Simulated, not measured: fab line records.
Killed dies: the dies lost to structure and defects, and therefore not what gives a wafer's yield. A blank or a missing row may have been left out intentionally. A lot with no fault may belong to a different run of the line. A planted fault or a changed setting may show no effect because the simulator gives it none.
fab line records / flow n5_finfet
[record] lots = 11 wafers = 33 last_day = 18
route steps=1938 shown BEOL_M5@1189 BEOL_M6@1198 PASSIVATION@1936
lots with no fault: from the same line, run without faults
start_h: start of the lot's first displayed wafer, in hours after the record's first day / wait_h: how many hours have passed since the lot's step before this one / " same as the row above / L1.1+2: a row that stands for several wafers / - no value present, or no start provided / * or withheld: withheld / < > ~ a bound
route shown NAME@n: NAME is a module with steps in the file, n the number in the route of the first one / usual: mean and standard deviation over wafers with no fault / same: alike in all rows / chamber/n: place in a boat / sites: each site's reading / _std_site: standard deviation of those values / _edge_site: outer sites' mean less inner sites' / radius_mm: for every site, how far away it sits from the centre of the wafer / mask NAME#n: copy n / behind: the last tool/chamber to shape the wafer / hold: why the lot went on hold/how many hours it stayed there/how the hold came to an end / device: transistor that didn't switch, given as n, p or np / end of line: the route-end tests of the same wafers / for a step that has no rows: nothing shown but its recipe / killed: dies that structure and defects cost at the first sort, which is not the same as the wafer's yield / map: the dies of a wafer, with x for killed, . for not killed, _ for no die there
set.NAME: the run value of the setting; set.NAME@STEP: its run value at that earlier step / model.NAME: the simulator's own value behind a step, which no gauge read
the route's steps for a sample of lots (tables are steps, rows are wafers)
services: a tool's chamber out of use, with start hour (start_h, from the record's first day; less than 0 if before it), hours out, and reason
[[steps]]
[step N5_BEOL_M5_CO_CAP_78]
[recipe] material = Co target_thk_a = 20 temp_c = 200 precursor = CCTBA/H2 pressure_torr = 30 time_s = 102.1
[usual] heater_power_outer_w = 130/12 heater_power_w = 248/19
lot.wafer=L362.2 tool=cvd_co-01 chamber=2 start_h=185.99 wait_h=0.0 heater_power_outer_w=125 heater_power_w=255
lot.wafer=L362.3 tool=cvd_co-01 chamber=1 start_h=185.99 wait_h=0.0 heater_power_outer_w=132 heater_power_w=222
lot.wafer=L362.6 tool=cvd_co-01 chamber=1 start_h=185.99 wait_h=0.0 heater_power_outer_w=126 heater_power_w=221
lot.wafer=L363.1 tool=cvd_co-01 chamber=2 start_h=200.55 wait_h=0.0 heater_power_outer_w=125 heater_power_w=256
lot.wafer=L363.2 tool=cvd_co-01 chamber=1 start_h=200.55 wait_h=0.0 heater_power_outer_w=128 heater_power_w=219
lot.wafer=L363.4 tool=cvd_co-01 chamber=0 start_h=200.55 wait_h=0.0 heater_power_outer_w=115 heater_power_w=223
lot.wafer=L365.2 tool=cvd_co-02 chamber=1 start_h=210.91 wait_h=0.0 heater_power_outer_w=142 heater_power_w=275
lot.wafer=L365.5 tool=cvd_co-02 chamber=0 start_h=210.91 wait_h=0.0 heater_power_outer_w=122 heater_power_w=250
lot.wafer=L365.6 tool=cvd_co-02 chamber=1 start_h=210.91 wait_h=0.0 heater_power_outer_w=141 heater_power_w=273
lot.wafer=L367.3 tool=cvd_co-02 chamber=2 start_h=212.91 wait_h=0.0 heater_power_outer_w=151 heater_power_w=256
lot.wafer=L367.4 tool=cvd_co-02 chamber=1 start_h=212.91 wait_h=0.0 heater_power_outer_w=146 heater_power_w=276
lot.wafer=L367.6 tool=cvd_co-02 chamber=0 start_h=212.91 wait_h=0.0 heater_power_outer_w=123 heater_power_w=251
lot.wafer=L368.3 tool=cvd_co-01 chamber=0 start_h=228.42 wait_h=0.0 heater_power_outer_w=119 heater_power_w=216
lot.wafer=L368.4 tool=cvd_co-01 chamber=1 start_h=228.42 wait_h=0.0 heater_power_outer_w=129 heater_power_w=228
lot.wafer=L368.5 tool=cvd_co-01 chamber=2 start_h=228.42 wait_h=0.0 heater_power_outer_w=124 heater_power_w=263
lot.wafer=L372.1 tool=cvd_co-02 chamber=2 start_h=250.73 wait_h=0.0 heater_power_outer_w=151 heater_power_w=258
lot.wafer=L372.3 tool=cvd_co-02 chamber=0 start_h=250.73 wait_h=0.0 heater_power_outer_w=123 heater_power_w=254
lot.wafer=L372.6 tool=cvd_co-02 chamber=2 start_h=250.73 wait_h=0.0 heater_power_outer_w=147 heater_power_w=256
lot.wafer=L374.2 tool=cvd_co-02 chamber=2 start_h=258.64 wait_h=0.0 heater_power_outer_w=152 heater_power_w=262
lot.wafer=L374.3 tool=cvd_co-02 chamber=0 start_h=258.64 wait_h=0.0 heater_power_outer_w=122 heater_power_w=247
lot.wafer=L374.4 tool=cvd_co-02 chamber=2 start_h=258.64 wait_h=0.0 heater_power_outer_w=153 heater_power_w=257
lot.wafer=L373.1 tool=cvd_co-02 chamber=2 start_h=258.75 wait_h=0.0 heater_power_outer_w=149 heater_power_w=262
lot.wafer=L373.2 tool=cvd_co-02 chamber=1 start_h=258.75 wait_h=0.0 heater_power_outer_w=142 heater_power_w=273
lot.wafer=L373.5 tool=cvd_co-02 chamber=1 start_h=258.75 wait_h=0.0 heater_power_outer_w=139 heater_power_w=278
lot.wafer=L376.1 tool=cvd_co-01 chamber=0 start_h=287.17 wait_h=0.0 heater_power_outer_w=119 heater_power_w=225
lot.wafer=L376.4 tool=cvd_co-01 chamber=0 start_h=287.17 wait_h=0.0 heater_power_outer_w=115 heater_power_w=222
lot.wafer=L376.6 tool=cvd_co-01 chamber=2 start_h=287.17 wait_h=0.0 heater_power_outer_w=128 heater_power_w=268
lot.wafer=L380.1 tool=cvd_co-02 chamber=1 start_h=292.46 wait_h=0.0 heater_power_outer_w=144 heater_power_w=269
lot.wafer=L380.3 tool=cvd_co-02 chamber=0 start_h=292.46 wait_h=0.0 heater_power_outer_w=120 heater_power_w=255
lot.wafer=L380.4 tool=cvd_co-02 chamber=0 start_h=292.46 wait_h=0.0 heater_power_outer_w=125 heater_power_w=249
lot.wafer=L384.3 tool=cvd_co-01 chamber=0 start_h=324.56 wait_h=0.0 heater_power_outer_w=115 heater_power_w=221
lot.wafer=L384.4 tool=cvd_co-01 chamber=2 start_h=324.56 wait_h=0.0 heater_power_outer_w=122 heater_power_w=263
lot.wafer=L384.5 tool=cvd_co-01 chamber=0 start_h=324.56 wait_h=0.0 heater_power_outer_w=117 heater_power_w=225
[step N5_BEOL_M6_HM_DEP_02]
[recipe] material = TiN target_thk_a = 200 temp_c = 25 chamber_pressure_pa = 0.49996
[usual] throttle_valve_pct = 30.3/0.9
lot.wafer=L362.2 tool=pvd_sputter-01 chamber=- start_h=187.96 wait_h=1.1 throttle_valve_pct=30.5
lot.wafer=L362.3 tool=pvd_sputter-01 chamber=- start_h=187.96 wait_h=1.1 throttle_valve_pct=29.9
lot.wafer=L362.6 tool=pvd_sputter-01 chamber=- start_h=187.96 wait_h=1.1 throttle_valve_pct=29.6
lot.wafer=L363.1 tool=pvd_sputter-02 chamber=- start_h=202.84 wait_h=1.2 throttle_valve_pct=29.5
lot.wafer=L363.2 tool=pvd_sputter-02 chamber=- start_h=202.84 wait_h=1.2 throttle_valve_pct=31.3
lot.wafer=L363.4 tool=pvd_sputter-02 chamber=- start_h=202.84 wait_h=1.2 throttle_valve_pct=29.9
lot.wafer=L365.2 tool=pvd_sputter-03 chamber=- start_h=211.98 wait_h=0.2 throttle_valve_pct=29.1
lot.wafer=L365.5 tool=pvd_sputter-03 chamber=- start_h=211.98 wait_h=0.2 throttle_valve_pct=31.1
lot.wafer=L365.6 tool=pvd_sputter-03 chamber=- start_h=211.98 wait_h=0.2 throttle_valve_pct=31.6
lot.wafer=L367.3 tool=pvd_sputter-03 chamber=- start_h=215.92 wait_h=0.4 throttle_valve_pct=31.5
lot.wafer=L367.4 tool=pvd_sputter-03 chamber=- start_h=215.92 wait_h=0.4 throttle_valve_pct=30.0
lot.wafer=L367.6 tool=pvd_sputter-03 chamber=- start_h=215.92 wait_h=0.4 throttle_valve_pct=30.1
lot.wafer=L368.3 tool=pvd_sputter-02 chamber=- start_h=230.41 wait_h=1.1 throttle_valve_pct=30.2
lot.wafer=L368.4 tool=pvd_sputter-02 chamber=- start_h=230.41 wait_h=1.1 throttle_valve_pct=30.9
lot.wafer=L368.5 tool=pvd_sputter-02 chamber=- start_h=230.41 wait_h=1.1 throttle_valve_pct=29.3
lot.wafer=L372.1 tool=pvd_sputter-01 chamber=- start_h=252.94 wait_h=1.2 throttle_valve_pct=30.8
lot.wafer=L372.3 tool=pvd_sputter-01 chamber=- start_h=252.94 wait_h=1.2 throttle_valve_pct=28.6
lot.wafer=L372.6 tool=pvd_sputter-01 chamber=- start_h=252.94 wait_h=1.2 throttle_valve_pct=29.7
lot.wafer=L374.2 tool=pvd_sputter-03 chamber=- start_h=260.80 wait_h=1.2 throttle_valve_pct=30.1
lot.wafer=L374.3 tool=pvd_sputter-03 chamber=- start_h=260.80 wait_h=1.2 throttle_valve_pct=31.5
lot.wafer=L374.4 tool=pvd_sputter-03 chamber=- start_h=260.80 wait_h=1.2 throttle_valve_pct=31.3
lot.wafer=L373.1 tool=pvd_sputter-03 chamber=- start_h=260.90 wait_h=1.2 throttle_valve_pct=31.1
lot.wafer=L373.2 tool=pvd_sputter-03 chamber=- start_h=260.90 wait_h=1.2 throttle_valve_pct=30.2
lot.wafer=L373.5 tool=pvd_sputter-03 chamber=- start_h=260.90 wait_h=1.2 throttle_valve_pct=31.4
lot.wafer=L376.1 tool=pvd_sputter-03 chamber=- start_h=288.73 wait_h=0.7 throttle_valve_pct=29.9
lot.wafer=L376.4 tool=pvd_sputter-03 chamber=- start_h=288.73 wait_h=0.7 throttle_valve_pct=31.6
lot.wafer=L376.6 tool=pvd_sputter-03 chamber=- start_h=288.73 wait_h=0.7 throttle_valve_pct=30.4
lot.wafer=L380.1 tool=pvd_sputter-02 chamber=- start_h=293.61 wait_h=0.3 throttle_valve_pct=31.6
lot.wafer=L380.3 tool=pvd_sputter-02 chamber=- start_h=293.61 wait_h=0.3 throttle_valve_pct=30.0
lot.wafer=L380.4 tool=pvd_sputter-02 chamber=- start_h=293.61 wait_h=0.3 throttle_valve_pct=30.2
lot.wafer=L384.3 tool=pvd_sputter-01 chamber=- start_h=327.70 wait_h=2.3 throttle_valve_pct=29.6
lot.wafer=L384.4 tool=pvd_sputter-01 chamber=- start_h=327.70 wait_h=2.3 throttle_valve_pct=28.7
lot.wafer=L384.5 tool=pvd_sputter-01 chamber=- start_h=327.70 wait_h=2.3 throttle_valve_pct=30.2
[step N5_BEOL_M6_INSPECT_13]
[recipe] mode = adi inspect_instrument = brightfield
[usual] raw_defect_count = 406/100
lot.wafer=L362.2 tool=defect_inspect-01 chamber=- start_h=188.52 wait_h=0.0 raw_defect_count=336
lot.wafer=L362.3 tool=defect_inspect-01 chamber=- start_h=188.52 wait_h=0.0 raw_defect_count=521
lot.wafer=L362.6 tool=defect_inspect-01 chamber=- start_h=188.52 wait_h=0.0 raw_defect_count=464
lot.wafer=L363.1 tool=defect_inspect-01 chamber=- start_h=203.39 wait_h=0.0 raw_defect_count=576
lot.wafer=L363.2 tool=defect_inspect-01 chamber=- start_h=203.39 wait_h=0.0 raw_defect_count=253
lot.wafer=L363.4 tool=defect_inspect-01 chamber=- start_h=203.39 wait_h=0.0 raw_defect_count=351
lot.wafer=L365.2 tool=defect_inspect-01 chamber=- start_h=212.41 wait_h=0.0 raw_defect_count=283
lot.wafer=L365.5 tool=defect_inspect-01 chamber=- start_h=212.41 wait_h=0.0 raw_defect_count=428
lot.wafer=L365.6 tool=defect_inspect-01 chamber=- start_h=212.41 wait_h=0.0 raw_defect_count=404
lot.wafer=L367.3 tool=defect_inspect-01 chamber=- start_h=216.35 wait_h=0.0 raw_defect_count=417
lot.wafer=L367.4 tool=defect_inspect-01 chamber=- start_h=216.35 wait_h=0.0 raw_defect_count=443
lot.wafer=L367.6 tool=defect_inspect-01 chamber=- start_h=216.35 wait_h=0.0 raw_defect_count=488
lot.wafer=L368.3 tool=defect_inspect-02 chamber=- start_h=231.00 wait_h=0.0 raw_defect_count=283
lot.wafer=L368.4 tool=defect_inspect-02 chamber=- start_h=231.00 wait_h=0.0 raw_defect_count=338
lot.wafer=L368.5 tool=defect_inspect-02 chamber=- start_h=231.00 wait_h=0.0 raw_defect_count=341
lot.wafer=L372.1 tool=defect_inspect-02 chamber=- start_h=253.36 wait_h=0.0 raw_defect_count=381
lot.wafer=L372.3 tool=defect_inspect-02 chamber=- start_h=253.36 wait_h=0.0 raw_defect_count=396
lot.wafer=L372.6 tool=defect_inspect-02 chamber=- start_h=253.36 wait_h=0.0 raw_defect_count=401
lot.wafer=L374.2 tool=defect_inspect-02 chamber=- start_h=261.35 wait_h=0.0 raw_defect_count=247
lot.wafer=L374.3 tool=defect_inspect-02 chamber=- start_h=261.35 wait_h=0.0 raw_defect_count=272
lot.wafer=L374.4 tool=defect_inspect-02 chamber=- start_h=261.35 wait_h=0.0 raw_defect_count=276
lot.wafer=L373.1 tool=defect_inspect-02 chamber=- start_h=261.55 wait_h=0.0 raw_defect_count=447
lot.wafer=L373.2 tool=defect_inspect-02 chamber=- start_h=261.55 wait_h=0.0 raw_defect_count=444
lot.wafer=L373.5 tool=defect_inspect-02 chamber=- start_h=261.55 wait_h=0.0 raw_defect_count=261
lot.wafer=L376.1 tool=defect_inspect-01 chamber=- start_h=289.28 wait_h=0.0 raw_defect_count=421
lot.wafer=L376.4 tool=defect_inspect-01 chamber=- start_h=289.28 wait_h=0.0 raw_defect_count=569
lot.wafer=L376.6 tool=defect_inspect-01 chamber=- start_h=289.28 wait_h=0.0 raw_defect_count=295
lot.wafer=L380.1 tool=defect_inspect-01 chamber=- start_h=294.04 wait_h=0.0 raw_defect_count=469
lot.wafer=L380.3 tool=defect_inspect-01 chamber=- start_h=294.04 wait_h=0.0 raw_defect_count=484
lot.wafer=L380.4 tool=defect_inspect-01 chamber=- start_h=294.04 wait_h=0.0 raw_defect_count=313
lot.wafer=L384.3 tool=defect_inspect-02 chamber=- start_h=328.25 wait_h=0.0 raw_defect_count=408
lot.wafer=L384.4 tool=defect_inspect-02 chamber=- start_h=328.25 wait_h=0.0 raw_defect_count=453
lot.wafer=L384.5 tool=defect_inspect-02 chamber=- start_h=328.25 wait_h=0.0 raw_defect_count=446
[step N5_BEOL_M6_HM_OPEN_17]
[recipe] chemistry = Cl2/BCl3 target_depth_a = 200 overetch_a = 60 target = TiN mask_material = SOC ion_energy_ev = 150 pressure_mtorr = 10 icp_w = 1000 bias_w = 126 Cl2_flow_sccm = 53.25 bcl3_flow_sccm = 21.75 Ar_flow_sccm = 25
[usual] drypump_motor_current_A = 5.6/0.45 oes_product_au = 0.67/0.05 throttle_valve_pct = 22.02/0.15
lot.wafer=L362.2 tool=rie_metal-01 chamber=1 start_h=189.04 wait_h=0.0 drypump_motor_current_A=6.4 oes_product_au=0.68 rf_hours_counter_h=39 throttle_valve_pct=21.92
lot.wafer=L362.3 tool=rie_metal-01 chamber=1 start_h=189.04 wait_h=0.0 drypump_motor_current_A=6.4 oes_product_au=0.68 rf_hours_counter_h=- throttle_valve_pct=21.95
lot.wafer=L362.6 tool=rie_metal-01 chamber=0 start_h=189.04 wait_h=0.0 drypump_motor_current_A=5.6 oes_product_au=0.74 rf_hours_counter_h=- throttle_valve_pct=22.07
lot.wafer=L363.1 tool=rie_metal-03 chamber=0 start_h=203.70 wait_h=0.0 drypump_motor_current_A=5.9 oes_product_au=0.64 rf_hours_counter_h=55 throttle_valve_pct=22.14
lot.wafer=L363.2 tool=rie_metal-03 chamber=1 start_h=203.70 wait_h=0.0 drypump_motor_current_A=5.0 oes_product_au=0.67 rf_hours_counter_h=39 throttle_valve_pct=21.95
lot.wafer=L363.4 tool=rie_metal-03 chamber=1 start_h=203.70 wait_h=0.0 drypump_motor_current_A=5.0 oes_product_au=0.67 rf_hours_counter_h=- throttle_valve_pct=21.94
lot.wafer=L365.2 tool=rie_metal-03 chamber=0 start_h=212.73 wait_h=0.0 drypump_motor_current_A=5.9 oes_product_au=0.64 rf_hours_counter_h=56 throttle_valve_pct=22.14
lot.wafer=L365.5 tool=rie_metal-03 chamber=1 start_h=212.73 wait_h=0.0 drypump_motor_current_A=5.0 oes_product_au=0.66 rf_hours_counter_h=- throttle_valve_pct=21.94
lot.wafer=L365.6 tool=rie_metal-03 chamber=0 start_h=212.73 wait_h=0.0 drypump_motor_current_A=5.9 oes_product_au=0.64 rf_hours_counter_h=- throttle_valve_pct=22.15
lot.wafer=L367.3 tool=rie_metal-03 chamber=1 start_h=216.69 wait_h=0.1 drypump_motor_current_A=5.0 oes_product_au=0.66 rf_hours_counter_h=- throttle_valve_pct=21.93
lot.wafer=L367.4 tool=rie_metal-03 chamber=0 start_h=216.69 wait_h=0.1 drypump_motor_current_A=5.9 oes_product_au=0.64 rf_hours_counter_h=- throttle_valve_pct=22.15
lot.wafer=L367.6 tool=rie_metal-03 chamber=1 start_h=216.69 wait_h=0.1 drypump_motor_current_A=5.0 oes_product_au=0.66 rf_hours_counter_h=- throttle_valve_pct=21.95
lot.wafer=L368.3 tool=rie_metal-03 chamber=1 start_h=231.60 wait_h=0.1 drypump_motor_current_A=5.0 oes_product_au=0.66 rf_hours_counter_h=- throttle_valve_pct=21.95
lot.wafer=L368.4 tool=rie_metal-03 chamber=0 start_h=231.60 wait_h=0.1 drypump_motor_current_A=5.9 oes_product_au=0.64 rf_hours_counter_h=- throttle_valve_pct=22.14
lot.wafer=L368.5 tool=rie_metal-03 chamber=0 start_h=231.60 wait_h=0.1 drypump_motor_current_A=5.9 oes_product_au=0.64 rf_hours_counter_h=- throttle_valve_pct=22.16
lot.wafer=L372.1 tool=rie_metal-02 chamber=1 start_h=253.68 wait_h=0.0 drypump_motor_current_A=5.8 oes_product_au=0.78 rf_hours_counter_h=5 throttle_valve_pct=21.68
lot.wafer=L372.3 tool=rie_metal-02 chamber=1 start_h=253.68 wait_h=0.0 drypump_motor_current_A=5.8 oes_product_au=0.77 rf_hours_counter_h=- throttle_valve_pct=21.68
lot.wafer=L372.6 tool=rie_metal-02 chamber=1 start_h=253.68 wait_h=0.0 drypump_motor_current_A=5.8 oes_product_au=0.77 rf_hours_counter_h=- throttle_valve_pct=21.69
lot.wafer=L374.2 tool=rie_metal-01 chamber=0 start_h=261.66 wait_h=0.0 drypump_motor_current_A=5.6 oes_product_au=0.71 rf_hours_counter_h=18 throttle_valve_pct=22.05
lot.wafer=L374.3 tool=rie_metal-01 chamber=1 start_h=261.66 wait_h=0.0 drypump_motor_current_A=6.4 oes_product_au=0.67 rf_hours_counter_h=- throttle_valve_pct=21.93
lot.wafer=L374.4 tool=rie_metal-01 chamber=0 start_h=261.66 wait_h=0.0 drypump_motor_current_A=5.6 oes_product_au=0.71 rf_hours_counter_h=- throttle_valve_pct=22.07
lot.wafer=L373.1 tool=rie_metal-02 chamber=0 start_h=262.13 wait_h=0.0 drypump_motor_current_A=5.3 oes_product_au=0.69 rf_hours_counter_h=33 throttle_valve_pct=22.17
lot.wafer=L373.2 tool=rie_metal-02 chamber=1 start_h=262.13 wait_h=0.0 drypump_motor_current_A=5.8 oes_product_au=0.78 rf_hours_counter_h=6 throttle_valve_pct=21.68
lot.wafer=L373.5 tool=rie_metal-02 chamber=0 start_h=262.13 wait_h=0.0 drypump_motor_current_A=5.3 oes_product_au=0.69 rf_hours_counter_h=- throttle_valve_pct=22.19
lot.wafer=L376.1 tool=rie_metal-03 chamber=1 start_h=289.61 wait_h=0.0 drypump_motor_current_A=5.0 oes_product_au=0.65 rf_hours_counter_h=45 throttle_valve_pct=21.97
lot.wafer=L376.4 tool=rie_metal-03 chamber=0 start_h=289.61 wait_h=0.0 drypump_motor_current_A=5.9 oes_product_au=0.52 rf_hours_counter_h=- throttle_valve_pct=22.36
lot.wafer=L376.6 tool=rie_metal-03 chamber=1 start_h=289.61 wait_h=0.0 drypump_motor_current_A=5.0 oes_product_au=0.64 rf_hours_counter_h=- throttle_valve_pct=21.94
lot.wafer=L380.1 tool=rie_metal-03 chamber=1 start_h=294.68 wait_h=0.0 drypump_motor_current_A=5.0 oes_product_au=0.64 rf_hours_counter_h=46 throttle_valve_pct=21.96
lot.wafer=L380.3 tool=rie_metal-03 chamber=1 start_h=294.68 wait_h=0.0 drypump_motor_current_A=5.0 oes_product_au=0.64 rf_hours_counter_h=- throttle_valve_pct=21.95
lot.wafer=L380.4 tool=rie_metal-03 chamber=0 start_h=294.68 wait_h=0.0 drypump_motor_current_A=5.9 oes_product_au=0.63 rf_hours_counter_h=- throttle_valve_pct=22.17
lot.wafer=L384.3 tool=rie_metal-01 chamber=0 start_h=328.59 wait_h=0.1 drypump_motor_current_A=5.6 oes_product_au=0.70 rf_hours_counter_h=- throttle_valve_pct=22.08
lot.wafer=L384.4 tool=rie_metal-01 chamber=1 start_h=328.59 wait_h=0.1 drypump_motor_current_A=6.4 oes_product_au=0.65 rf_hours_counter_h=- throttle_valve_pct=21.95
lot.wafer=L384.5 tool=rie_metal-01 chamber=1 start_h=328.59 wait_h=0.1 drypump_motor_current_A=6.4 oes_product_au=0.66 rf_hours_counter_h=- throttle_valve_pct=21.96
[step N5_BEOL_M6_CD_MEAS_18]
[recipe] pitch_nm = 80 target_cd_nm = 40
[usual] cd_nm = 39.9/0.5
lot.wafer=L362.2 tool=cd_sem-03 chamber=- start_h=189.40 wait_h=0.1 cd_nm=39.7
lot.wafer=L362.3 tool=cd_sem-03 chamber=- start_h=189.40 wait_h=0.1 cd_nm=39.4
lot.wafer=L362.6 tool=cd_sem-03 chamber=- start_h=189.40 wait_h=0.1 cd_nm=40.2
lot.wafer=L363.1 tool=cd_sem-03 chamber=- start_h=203.89 wait_h=0.0 cd_nm=39.6
lot.wafer=L363.2 tool=cd_sem-03 chamber=- start_h=203.89 wait_h=0.0 cd_nm=39.8
lot.wafer=L363.4 tool=cd_sem-03 chamber=- start_h=203.89 wait_h=0.0 cd_nm=40.2
lot.wafer=L365.2 tool=cd_sem-01 chamber=- start_h=212.91 wait_h=0.1 cd_nm=40.0
lot.wafer=L365.5 tool=cd_sem-01 chamber=- start_h=212.91 wait_h=0.1 cd_nm=39.5
lot.wafer=L365.6 tool=cd_sem-01 chamber=- start_h=212.91 wait_h=0.1 cd_nm=39.5
lot.wafer=L367.3 tool=cd_sem-03 chamber=- start_h=216.84 wait_h=0.1 cd_nm=39.6
lot.wafer=L367.4 tool=cd_sem-03 chamber=- start_h=216.84 wait_h=0.1 cd_nm=40.7
lot.wafer=L367.6 tool=cd_sem-03 chamber=- start_h=216.84 wait_h=0.1 cd_nm=39.7
lot.wafer=L368.3 tool=cd_sem-03 chamber=- start_h=231.78 wait_h=0.1 cd_nm=40.0
lot.wafer=L368.4 tool=cd_sem-03 chamber=- start_h=231.78 wait_h=0.1 cd_nm=40.1
lot.wafer=L368.5 tool=cd_sem-03 chamber=- start_h=231.78 wait_h=0.1 cd_nm=38.9
lot.wafer=L372.1 tool=cd_sem-03 chamber=- start_h=253.92 wait_h=0.0 cd_nm=40.1
lot.wafer=L372.3 tool=cd_sem-03 chamber=- start_h=253.92 wait_h=0.0 cd_nm=39.9
lot.wafer=L372.6 tool=cd_sem-03 chamber=- start_h=253.92 wait_h=0.0 cd_nm=39.8
lot.wafer=L374.2 tool=cd_sem-02 chamber=- start_h=261.88 wait_h=0.1 cd_nm=40.4
lot.wafer=L374.3 tool=cd_sem-02 chamber=- start_h=261.88 wait_h=0.1 cd_nm=40.3
lot.wafer=L374.4 tool=cd_sem-02 chamber=- start_h=261.88 wait_h=0.1 cd_nm=40.0
lot.wafer=L373.1 tool=cd_sem-01 chamber=- start_h=262.31 wait_h=0.0 cd_nm=39.6
lot.wafer=L373.2 tool=cd_sem-01 chamber=- start_h=262.31 wait_h=0.0 cd_nm=40.2
lot.wafer=L373.5 tool=cd_sem-01 chamber=- start_h=262.31 wait_h=0.0 cd_nm=39.5
lot.wafer=L376.1 tool=cd_sem-03 chamber=- start_h=289.79 wait_h=0.0 cd_nm=39.8
lot.wafer=L376.4 tool=cd_sem-03 chamber=- start_h=289.79 wait_h=0.0 cd_nm=40.1
lot.wafer=L376.6 tool=cd_sem-03 chamber=- start_h=289.79 wait_h=0.0 cd_nm=40.3
lot.wafer=L380.1 tool=cd_sem-03 chamber=- start_h=294.94 wait_h=0.0 cd_nm=40.7
lot.wafer=L380.3 tool=cd_sem-03 chamber=- start_h=294.94 wait_h=0.0 cd_nm=40.8
lot.wafer=L380.4 tool=cd_sem-03 chamber=- start_h=294.94 wait_h=0.0 cd_nm=40.7
lot.wafer=L384.3 tool=cd_sem-03 chamber=- start_h=328.98 wait_h=0.1 cd_nm=39.9
lot.wafer=L384.4 tool=cd_sem-03 chamber=- start_h=328.98 wait_h=0.1 cd_nm=40.0
lot.wafer=L384.5 tool=cd_sem-03 chamber=- start_h=328.98 wait_h=0.1 cd_nm=39.4
[step N5_PASSIVATION_PROBE_49]
[usual] defect_limited_yield = 91.6/1.4 killed_at_M0_to_M3 = 30/8.7 killed_at_M4_up = 14/5.4 killed_at_contacts = 11/6.4 killed_at_front_end = 40/12 killed_at_other = 3/3.1 killed_dies = 99/17 killed_open = 64/12 killed_short = 33/8.1 sort_bin_5_function = 4.9/0.88 sort_bin_6_memory = 3.1/0.69 sort_n_pass = 1081/17 sort_yield_pct = 91.6/1.4
[same] gross_dies = 1180 killed_at_back_side = 0 sort_bin_4_leakage[%] = 0 sort_bin_8_speed[%] = 0
lot.wafer=L372.1 tool=prober-02 chamber=- start_h=339.50 wait_h=0.0 defect_limited_yield[%]=92.9 killed_at_M0_to_M3=29 killed_at_M4_up=3 killed_at_contacts=4 killed_at_front_end=47 killed_at_other=1 killed_dies=84 killed_open=56 killed_short=28 sort_bin_5_function[%]=4.4 sort_bin_6_memory[%]=2.5 sort_n_pass=1096 sort_yield_pct[%]=92.9
lot.wafer=L372.3 tool=prober-02 chamber=- start_h=339.60 wait_h=0.1 defect_limited_yield[%]=89.6 killed_at_M0_to_M3=34 killed_at_M4_up=12 killed_at_contacts=10 killed_at_front_end=64 killed_at_other=3 killed_dies=123 killed_open=68 killed_short=55 sort_bin_5_function[%]=5.9 sort_bin_6_memory[%]=4.3 sort_n_pass=1057 sort_yield_pct[%]=89.6
lot.wafer=L372.6 tool=prober-02 chamber=- start_h=339.75 wait_h=0.3 defect_limited_yield[%]=92.1 killed_at_M0_to_M3=26 killed_at_M4_up=10 killed_at_contacts=17 killed_at_front_end=39 killed_at_other=1 killed_dies=93 killed_open=58 killed_short=35 sort_bin_5_function[%]=4.7 sort_bin_6_memory[%]=3.1 sort_n_pass=1087 sort_yield_pct[%]=92.1
// killed by level:class
L372.1 FIN_SAQP:geometric_particle:short=15 FIN_SAQP:geometric_particle:open=14 STI_FIN_REVEAL:geometric_particle:open=11 BEOL_M0_SAQP:geometric_particle:short=11 BEOL_M0_SAQP:geometric_particle:open=7 MOL_CONTACT_COAG:geometric_particle:open=4 BEOL_M3:geometric_particle:open=4 STARTING-WAFER:geometric_particle:open=4
L372.3 FIN_SAQP:geometric_particle:short=24 BEOL_M0_SAQP:geometric_particle:short=15 FIN_SAQP:geometric_particle:open=14 STI_FIN_REVEAL:geometric_particle:open=13 BEOL_M0_SAQP:geometric_particle:open=8 MOL_CONTACT_COAG:geometric_particle:open=7 BEOL_M3:geometric_particle:open=7 STI_FIN_REVEAL:geometric_particle:short=3
L372.6 MOL_CONTACT_COAG:geometric_particle:open=13 FIN_SAQP:geometric_particle:short=9 FIN_SAQP:geometric_particle:open=7 BEOL_M3:geometric_particle:open=6 BEOL_M2:geometric_particle:open=5 MOL_CONTACT_COAG:geometric_particle:short=4 BEOL_M0_SAQP:geometric_particle:short=4 STARTING-WAFER:geometric_particle:short=4
[[services]]
tool=rie_metal-02 chamber=1 start_h=176.93 hours=- kind=clean
tool=rie_metal-02 chamber=1 start_h=176.93 hours=14.7 kind=scheduled_down
tool=rie_metal-02 chamber=1 start_h=176.93 hours=14.7 kind=vent_cycle
tool=cvd_co-01 chamber=- start_h=178.94 hours=6.0 kind=pm
tool=rie_metal-03 chamber=1 start_h=223.95 hours=1.0 kind=repair
tool=cvd_co-01 chamber=- start_h=244.30 hours=14.6 kind=pm
tool=rie_metal-03 chamber=- start_h=274.47 hours=2.8 kind=pm
tool=cvd_co-02 chamber=1 start_h=306.39 hours=16.0 kind=repair
tool=cvd_co-02 chamber=2 start_h=321.45 hours=5.0 kind=repair
[[key]]
[first_sign] step = N5_BEOL_M6_HM_OPEN_17 reading = oes_product_au direction = down sigmas = 3.2 usual = 0.67 struck = 0.52
effect none on later readings
met_at N5_BEOL_M6_HM_DEP_02
struck_lots L376
struck_wafers L376.4
not_acting_at N5_BEOL_M5_CO_CAP_78,N5_BEOL_M6_INSPECT_13,N5_BEOL_M6_CD_MEAS_18
onset_between 260.80 288.73
[fault] kind = process_parameter_drift tool = pvd_sputter-03 chamber = - onset_h = 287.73 steps = N5_BEOL_M6_HM_DEP_02 channel = target_thk_a offset = * shape = step end_h = 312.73 acts_in = * stated = * scope = struck_wafers_only
